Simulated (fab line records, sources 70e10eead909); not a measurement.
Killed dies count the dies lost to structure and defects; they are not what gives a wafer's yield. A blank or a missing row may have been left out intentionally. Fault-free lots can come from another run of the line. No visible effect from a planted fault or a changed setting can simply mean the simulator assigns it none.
Problem report, 8D (eight disciplines) form, completed by code    flow nand harc    the parts of the form that need people (team, actions taken, sign-off) are left out

## 1. THE PROBLEM
exposure dose mJ cm2 at NHARC_A_STAIRCASE_EXPOSE_265 reads a mean of 23.848 on 9 wafers of 3 lots; wafers without a fault read 25.010 with a standard deviation of 0.021. That puts it -55 standard deviations away from the usual mean.
The step: exposes mask CHOP 200.
Earliest sighting: wafer L253.2 on krf scanner-04 at day 20 19:16. The record has a number at this step for 36 wafers belonging to 12 lots. By rule, "out" or "out of limits" means more than 4 standard deviations away from the usual mean. Any other wafer with a number is counted as sound.

## 2. WHAT IT IS; WHAT IT IS NOT
question                     is                      is not
which readings at this step  exposure dose mJ cm2    -
which lots                   L253, L255, L257        L244, L245, L246, L247, L256, L258, L260, L264, L265
which wafers of those lots   all that have a number  -
read on which tools          krf scanner-04          krf scanner-01, krf scanner-02
when                         from day 20 19:16       up to then (12 sound wafers); but 15 sound wafers of L256, L258, L260, L264, L265 came after

## 3. THE SUSPECTS, EACH WITH WHAT RULES IT OUT
Counting: a tool stays on the suspect list if, at a process step up to the reading, it processed all lots that are out and no sound lot following the first of them.
- rie diel-05 at NHARC_A_STAIRCASE_ETCH_234 (etches the open film in C4F8/O2, target depth 100 nm, time 40.5 s): ruled out as a lasting fault. Following L253 (day 20 19:16), the first lot on it that is out, the sound lots L260 were run on it. Because NHARC_A_STAIRCASE_ETCH_234 lacks a start for some lots, the hours and order of its lots are taken from NHARC_A_STAIRCASE_EXPOSE_265.
- rie diel-05 at NHARC_A_STAIRCASE_TRIM_235 (chemistry O2, time 211.2 s): ruled out as a lasting fault. Following L253 (day 20 19:16), the first lot on it that is out, the sound lots L260 were run on it. Because NHARC_A_STAIRCASE_TRIM_235 lacks a start for some lots, the hours and order of its lots are taken from NHARC_A_STAIRCASE_EXPOSE_265.
- rie diel-05 at NHARC_A_STAIRCASE_ETCH_236 (etches the open film in C4F8/O2, target depth 100 nm, time 40.5 s): ruled out as a lasting fault. Following L253 (day 20 19:16), the first lot on it that is out, the sound lots L260 were run on it. Because NHARC_A_STAIRCASE_ETCH_236 lacks a start for some lots, the hours and order of its lots are taken from NHARC_A_STAIRCASE_EXPOSE_265.
- krf scanner-04 at NHARC_A_STAIRCASE_EXPOSE_265 (exposes mask CHOP 200): kept. It ran every lot that is out, first L253 (day 20 19:16), and no sound lot after that. Out on those wafers are its own readings of exposure dose mJ cm2.
After counting, what remains is krf scanner-04 at NHARC_A_STAIRCASE_EXPOSE_265.

## 4. THE CAUSE (what the simulator had put in)
Process parameter drift: krf scanner-04, from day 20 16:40 on, at NHARC_A_STAIRCASE_EXPOSE_265. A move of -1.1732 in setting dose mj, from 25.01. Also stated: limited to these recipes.
The count eliminated every tool but this one.

## 5. SEQUENCE OF EFFECTS, ordered by route
Each row: a reading where the mean over the struck wafers with a number is more than 3 standard deviations away from the usual. Only readings whose record carries a usual standard deviation are examined. hours: median over the lots of the time between each lot's start at the first step of this table that gives one and its start at this step. sigmas: the change, counted in usual standard deviations.
hours  step                          reading               usual   on struck wafers  change  sigmas
0      NHARC_A_STAIRCASE_EXPOSE_265  exposure dose mJ cm2  25.010  23.848            -1.162  -55
It contains these process steps:
- NHARC_A_STAIRCASE_EXPOSE_265: exposes mask CHOP 200.
Later steps that measure or inspect, where all struck wafers having a row at the step show a number for every such reading and not one has moved that far: NHARC_END_SORT_01.

## 6. WHAT WOULD HAVE CAUGHT IT SOONER
In this record no reading fell out of limits until day 20 19:16, 3 hours after the fault had begun at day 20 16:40.
